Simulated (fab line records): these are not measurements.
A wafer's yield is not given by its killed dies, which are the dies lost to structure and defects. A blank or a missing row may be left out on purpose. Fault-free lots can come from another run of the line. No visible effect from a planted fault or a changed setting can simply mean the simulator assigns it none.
fab line records	flow nand-harc
record lots=13	wafers=39	last-day=34
route steps=1302 shown P_ZERO_WELL@56 P_STI@84 P_GATE@150
lots with no fault: from the same line, run without faults
start-h: start of the lot's first displayed wafer, in hours after the record's first day	wait-h: hours elapsed since this lot's preceding step	" as in the row above	L1.1+2: one row covering several wafers at once	- no value present, or no start provided	* or withheld: withheld	< > ~ a bound
route shown NAME@n: a module of which the file shows steps, and the number in the route of the first	usual: average and standard deviation across the fault-free wafers	same: alike in all rows	chamber/n: place in a boat	sites: per-site readings	_std_site: the values' standard deviation	_edge_site: inner sites' mean taken away from outer sites' mean	radius-mm: for every site, how far away it sits from the centre of the wafer	mask NAME#n: copy n	behind: the most recent tool/chamber to have shaped the wafer	hold: why the lot went on hold/how many hours it stayed there/how the hold came to an end	device: transistor that didn't switch, given as n, p or np	end of line: the tests these same wafers got at the end of their route	for a step that has no rows: nothing shown but its recipe	killed: dies that structure and defects cost at the first sort, which is not the same as the wafer's yield	map: the dies of a wafer, with x for killed, . for not killed, _ for no die there
set.NAME: the run value of the setting; set.NAME@STEP: its run value at that earlier step	model.NAME: the simulator's own value behind a step, which no gauge read
one table for each step of the route and one row for each wafer, over a sample of lots
services: when a tool's chamber went out of use (start-h, in hours from the record's first day, below 0 if earlier), for how many hours, and the reason
## steps
# step NHARC_P_ZERO_WELL_EXPOSE_49
# recipe na=0.6	target-cd-nm=2000	dose-mj=22.64	mask-id=P_HVPW
# usual reticle-temp-C=22.97/0.11
lot.wafer	tool	chamber	start-h	wait-h	mask	reticle-temp-C
L260.1	krf-scanner-02	0	25.71	-	P_HVPW#0	23.10
L260.2	"	0	"	"	P_HVPW#0	23.01
L260.3	"	0	"	"	P_HVPW#0	22.95
L264.1	krf-scanner-03	0	65.63	-	P_NWELL#0	23.10
L264.4	"	0	"	"	P_NWELL#0	23.06
L264.5	"	0	"	"	P_NWELL#0	23.26
L266.1	krf-scanner-02	0	85.48	-	P_HVPW#0	23.05
L266.2	"	0	"	"	P_HVPW#0	23.11
L266.4	"	0	"	"	P_HVPW#0	23.11
L272.2	krf-scanner-03	0	145.73	-	P_HVPW#0	22.92
L272.3	"	0	"	"	P_HVPW#0	22.91
L272.5	"	0	"	"	P_HVPW#0	22.96
L273.2	krf-scanner-02	0	155.73	-	P_HVPW#0	23.07
L273.3	"	0	"	"	P_HVPW#0	23.04
L273.4	"	0	"	"	P_HVPW#0	22.84
L274.2	krf-scanner-02	0	165.63	-	P_HVPW#0	23.06
L274.3	"	0	"	"	P_HVPW#0	22.93
L274.6	"	0	"	"	P_HVPW#0	23.22
L275.1	krf-scanner-03	0	175.63	-	P_HVPW#0	22.87
L275.2	"	0	"	"	P_HVPW#0	23.04
L275.4	"	0	"	"	P_HVPW#0	23.08
L276.2	krf-scanner-01	0	185.88	-	P_HVPW#0	22.89
L276.3	"	0	"	"	P_HVPW#0	22.90
L276.6	"	0	"	"	P_HVPW#0	22.97
L277.1	krf-scanner-03	0	195.85	-	P_HVPW#0	23.07
L277.3	"	0	"	"	P_HVPW#0	22.98
L277.4	"	0	"	"	P_HVPW#0	23.16
L278.1	krf-scanner-03	0	205.49	-	P_HVPW#0	23.02
L278.5	"	0	"	"	P_HVPW#0	22.85
L278.6	"	0	"	"	P_HVPW#0	22.82
L280.3	krf-scanner-01	0	227.35	-	P_HVPW#0	22.76
L280.4	"	0	"	"	P_HVPW#0	22.83
L280.5	"	0	"	"	P_HVPW#0	22.85
L281.1	krf-scanner-02	0	235.75	-	P_HVPW#0	22.96
L281.4	"	0	"	"	P_HVPW#0	23.18
L281.5	"	0	"	"	P_HVPW#0	22.99
L283.1	krf-scanner-03	0	255.96	-	P_HVPW#0	22.98
L283.4	"	0	"	"	P_HVPW#0	22.70
L283.5	"	0	"	"	P_HVPW#0	22.78
# step NHARC_P_ZERO_WELL_CD_MEAS_52
# recipe target-cd-nm=2000	landing-energy-ev=500
# usual cd-nm=1999.4/1.2
lot.wafer	tool	chamber	start-h	wait-h	cd-nm
L260.1	cd-sem-02	0	25.87	-	2000.7
L260.2	"	0	"	"	1998.0
L260.3	"	0	"	"	2000.4
L264.1	cd-sem-02	0	65.79	-	-
L264.4	"	0	"	"	-
L264.5	"	0	"	"	-
L266.1	cd-sem-03	0	85.64	-	1998.2
L266.2	"	0	"	"	1997.3
L266.4	"	0	"	"	1998.3
L272.2	cd-sem-01	0	145.88	-	1998.9
L272.3	"	0	"	"	1999.0
L272.5	"	0	"	"	1999.4
L273.2	cd-sem-03	0	155.88	-	1999.7
L273.3	"	0	"	"	1999.6
L273.4	"	0	"	"	1997.9
L274.2	cd-sem-01	0	165.78	-	1998.7
L274.3	"	0	"	"	1999.2
L274.6	"	0	"	"	1999.8
L275.1	cd-sem-03	0	175.80	-	1999.9
L275.2	"	0	"	"	1997.7
L275.4	"	0	"	"	1999.3
L276.2	cd-sem-02	0	186.03	-	2001.2
L276.3	"	0	"	"	2001.1
L276.6	"	0	"	"	1999.9
L277.1	cd-sem-02	0	196.00	-	1999.7
L277.3	"	0	"	"	1998.4
L277.4	"	0	"	"	1998.3
L278.1	cd-sem-03	0	205.64	-	1998.8
L278.5	"	0	"	"	1999.3
L278.6	"	0	"	"	2000.7
L280.3	cd-sem-01	0	227.50	-	1999.8
L280.4	"	0	"	"	1999.8
L280.5	"	0	"	"	2000.7
L281.1	cd-sem-02	0	235.91	-	2001.9
L281.4	"	0	"	"	1999.2
L281.5	"	0	"	"	2001.6
L283.1	cd-sem-03	0	256.12	-	1999.3
L283.4	"	0	"	"	1999.5
L283.5	"	0	"	"	1999.9
# step NHARC_P_ZERO_WELL_INSPECT_43
# usual raw-defect-count=13/6
lot.wafer	tool	chamber	start-h	wait-h	raw-defect-count
L260.1	defect-inspect-01	-	27.71	0.6	9
L260.2	"	-	"	"	18
L260.3	"	-	"	"	9
L264.1	defect-inspect-01	-	67.61	0.6	9
L264.4	"	-	"	"	21
L264.5	"	-	"	"	13
L266.1	defect-inspect-02	-	87.49	0.6	7
L266.2	"	-	"	"	16
L266.4	"	-	"	"	12
L272.2	defect-inspect-01	-	147.72	0.5	7
L272.3	"	-	"	"	12
L272.5	"	-	"	"	7
L273.2	defect-inspect-01	-	157.76	0.5	22
L273.3	"	-	"	"	10
L273.4	"	-	"	"	29
L274.2	defect-inspect-02	-	167.59	0.5	8
L274.3	"	-	"	"	21
L274.6	"	-	"	"	11
L275.1	defect-inspect-01	-	177.61	0.6	20
L275.2	"	-	"	"	21
L275.4	"	-	"	"	21
L276.2	defect-inspect-02	-	187.84	0.5	2
L276.3	"	-	"	"	13
L276.6	"	-	"	"	7
L277.1	defect-inspect-01	-	197.82	0.6	16
L277.3	"	-	"	"	15
L277.4	"	-	"	"	12
L278.1	defect-inspect-02	-	207.62	0.6	18
L278.5	"	-	"	"	14
L278.6	"	-	"	"	17
L280.3	defect-inspect-02	-	229.31	0.4	18
L280.4	"	-	"	"	11
L280.5	"	-	"	"	26
L281.1	defect-inspect-01	-	237.83	0.6	8
L281.4	"	-	"	"	12
L281.5	"	-	"	"	22
L283.1	defect-inspect-01	-	258.03	0.6	8
L283.4	"	-	"	"	9
L283.5	"	-	"	"	13
# step NHARC_P_STI_OVL_MEAS_10
# usual overlay-x-nm=0/5.4	overlay-y-nm=-2/4.7
lot.wafer	tool	chamber	start-h	wait-h	overlay-x-nm	overlay-y-nm
L260.1	overlay-01	-	45.02	-	2	-9
L260.2	"	-	"	"	1	-9
L260.3	"	-	"	"	1	-9
L266.1	overlay-01	-	106.19	-	12	2
L266.2	"	-	"	"	12	1
L266.4	"	-	"	"	13	2
L272.2	overlay-01	-	164.58	-	2	6
L272.3	"	-	"	"	2	6
L272.5	"	-	"	"	2	6
L273.2	overlay-01	-	172.51	-	-8	-8
L273.3	"	-	"	"	-8	-7
L273.4	"	-	"	"	-9	-8
L274.2	overlay-01	-	184.26	-	1	0
L274.3	"	-	"	"	1	1
L274.6	"	-	"	"	1	0
L275.1	overlay-01	-	192.93	-	3	-4
L275.2	"	-	"	"	3	-3
L275.4	"	-	"	"	3	-3
L276.2	overlay-02	-	203.37	-	0	-9
L276.3	"	-	"	"	0	-9
L276.6	"	-	"	"	0	-9
L277.1	overlay-01	-	212.44	-	-7	0
L277.3	"	-	"	"	-7	0
L277.4	"	-	"	"	-7	0
L278.1	overlay-02	-	227.53	-	-2	0
L278.5	"	-	"	"	-2	0
L278.6	"	-	"	"	-2	0
L280.3	overlay-01	-	247.34	-	-7	5
L280.4	"	-	"	"	-6	5
L280.5	"	-	"	"	-6	5
L281.1	overlay-01	-	258.13	-	5	-3
L281.4	"	-	"	"	5	-3
L281.5	"	-	"	"	5	-3
L283.1	overlay-01	-	273.54	-	0	-3
L283.4	"	-	"	"	0	-4
L283.5	"	-	"	"	1	-4
# step NHARC_P_GATE_STRIP_108
# recipe o2-flow-sccm=500	ar-flow-sccm=0	bias-w=0	chemistry=O2
# usual drypump-motor-current-A=5.8/0.45	oes-product-au=0.999/0.0078	rf-vpp-V=57.7/0.96	showerhead-plenum-p-Torr=3.54/0.13	throttle-valve-pct=17.037/0.0087
lot.wafer	tool	chamber	start-h	wait-h	drypump-motor-current-A	oes-product-au	rf-hours-counter-h	rf-vpp-V	showerhead-plenum-p-Torr	throttle-valve-pct
L260.3	rie-diel-10	0	102.78	-	5.4	0.996	1.8	56.6	3.53	17.031
L260.1	"	1	"	"	6.3	1.001	1.7	56.7	3.59	17.038
L260.2	"	3	"	"	5.2	0.993	0.6	59.9	3.77	17.034
L266.2	rie-diel-09	0	156.61	-	6.0	1.008	0.3	57.4	3.33	17.035
L266.4	"	2	"	"	5.3	1.007	0.2	56.8	3.38	17.057
L266.1	"	3	"	"	5.6	1.002	0.1	58.5	3.64	17.058
L272.2	rie-diel-13	3	222.31	-	5.2	1.016	2.4	56.9	3.41	17.034
L272.3	"	0	"	"	5.9	1.003	2.5	57.3	3.52	17.039
L272.5	"	3	"	"	5.1	1.006	-	56.6	3.41	17.043
L273.3	rie-diel-13	0	222.45	-	5.9	1.004	2.5	56.5	3.52	17.020
L273.4	"	1	"	"	5.8	0.997	2.4	58.7	3.70	17.040
L273.2	"	3	"	"	5.1	1.004	2.5	58.4	3.41	17.052
L274.3	rie-diel-09	1	245.76	-	5.7	1.003	4.3	57.2	3.58	17.032
L274.2	"	3	"	"	5.6	1.003	5.5	59.2	3.64	17.031
L274.6	"	2	"	"	5.2	1.002	-	57.9	3.38	17.010
L275.4	rie-diel-13	3	245.83	-	5.1	1.005	5.2	58.0	3.41	17.041
L275.1	"	1	"	"	5.8	0.998	4.9	56.7	3.70	17.032
L275.2	"	2	"	"	6.3	1.012	5.5	59.0	3.67	17.030
L276.3	rie-diel-13	2	264.75	-	6.3	1.007	7.1	59.3	3.67	17.039
L276.2	"	1	"	"	5.8	0.995	6.2	59.6	3.70	17.039
L276.6	"	3	"	"	5.1	1.008	-	57.3	3.41	17.047
L277.1	rie-diel-09	2	269.04	-	5.3	0.988	6.2	57.5	3.38	17.043
L277.3	"	3	"	"	5.6	0.985	6.1	57.7	3.64	17.047
L277.4	"	3	"	"	5.6	0.996	-	56.0	3.64	17.037
L278.1	rie-diel-13	1	277.16	-	5.8	0.984	7.0	56.2	3.70	17.030
L278.6	"	1	"	"	5.8	0.990	-	59.0	3.70	17.039
L278.5	"	2	"	"	6.3	1.009	-	56.2	3.67	17.032
L280.3	rie-diel-10	2	302.88	-	6.4	1.007	3.2	58.7	3.38	17.033
L280.4	"	3	"	"	5.1	1.007	1.9	58.4	3.77	17.036
L280.5	"	1	"	"	6.3	0.989	-	57.4	3.58	17.034
L281.1	rie-diel-09	1	317.51	-	5.7	1.010	6.2	58.5	3.58	17.041
L281.4	"	3	"	"	5.6	1.001	8.3	56.0	3.64	17.030
L281.5	"	1	"	"	5.7	1.009	-	57.6	3.58	17.026
L283.1	rie-diel-10	1	326.85	-	6.3	1.004	6.8	59.0	3.58	17.035
L283.5	"	3	"	"	5.1	0.998	-	57.9	3.77	17.037
L283.4	"	1	"	"	6.3	0.997	-	56.4	3.58	17.041
## services
tool	chamber	start-h	hours	kind
rie-diel-13	3	16.06	8.8	repair
rie-diel-10	2	30.54	6.5	repair
rie-diel-09	-	38.26	0.2	repair
krf-scanner-03	-	52.00	4.0	pm
rie-diel-10	3	59.15	12.9	repair
rie-diel-10	-	66.59	9.0	pm
krf-scanner-03	-	76.88	3.2	repair
krf-scanner-02	-	94.00	4.0	pm
krf-scanner-03	-	106.41	0.5	repair
rie-diel-13	2	114.81	2.6	repair
krf-scanner-03	-	129.02	0.5	repair
rie-diel-09	1	129.27	5.9	repair
rie-diel-13	2	142.30	4.0	repair
rie-diel-09	-	143.75	9.0	pm
krf-scanner-03	-	147.03	11.7	repair
rie-diel-09	1	161.73	2.2	repair
rie-diel-13	-	165.04	9.0	pm
krf-scanner-03	-	213.61	2.0	repair
krf-scanner-03	-	224.00	4.0	pm
rie-diel-09	0	234.83	13.7	repair
krf-scanner-02	-	266.00	4.0	pm
rie-diel-09	2	289.02	3.7	repair
rie-diel-09	1	289.32	8.3	repair
rie-diel-09	-	320.75	9.0	pm
## key
first-sign step=NHARC_P_ZERO_WELL_EXPOSE_49	reading=mask	direction=changed
effect step=NHARC_P_ZERO_WELL_CD_MEAS_52	reading=cd-nm	direction=missing
met-at NHARC_P_ZERO_WELL_EXPOSE_49
struck-lots L264
later-rows-left-out L264.1,L264.4,L264.5
sort-left-out L264.1,L264.4,L264.5
tester-left-out L264
not-acting-at NHARC_P_ZERO_WELL_INSPECT_43,NHARC_P_STI_OVL_MEAS_10,NHARC_P_GATE_STRIP_108
fault kind=wrong-mask	tool=any	chamber=-	onset-h=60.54	steps=NHARC_P_ZERO_WELL_EXPOSE_49	aux-copy=P_NWELL#0	scope=struck-lots-only
# tester-left-out: of these lots the tester's yield and bins aren't shown, on N5 and GAA mostly nor the transistor test; their killed dies are dies lost to structure and defects alone, not to doping, threshold or leakage, so they don't give the yield
# sort-left-out: the simulated sort isn't trusted on such a fault, so these wafers' sort isn't shown, and their yield isn't known
# later-rows-left-out: the simulator's readings of these wafers behind a module that went badly wrong aren't trusted and aren't shown, but for the sort
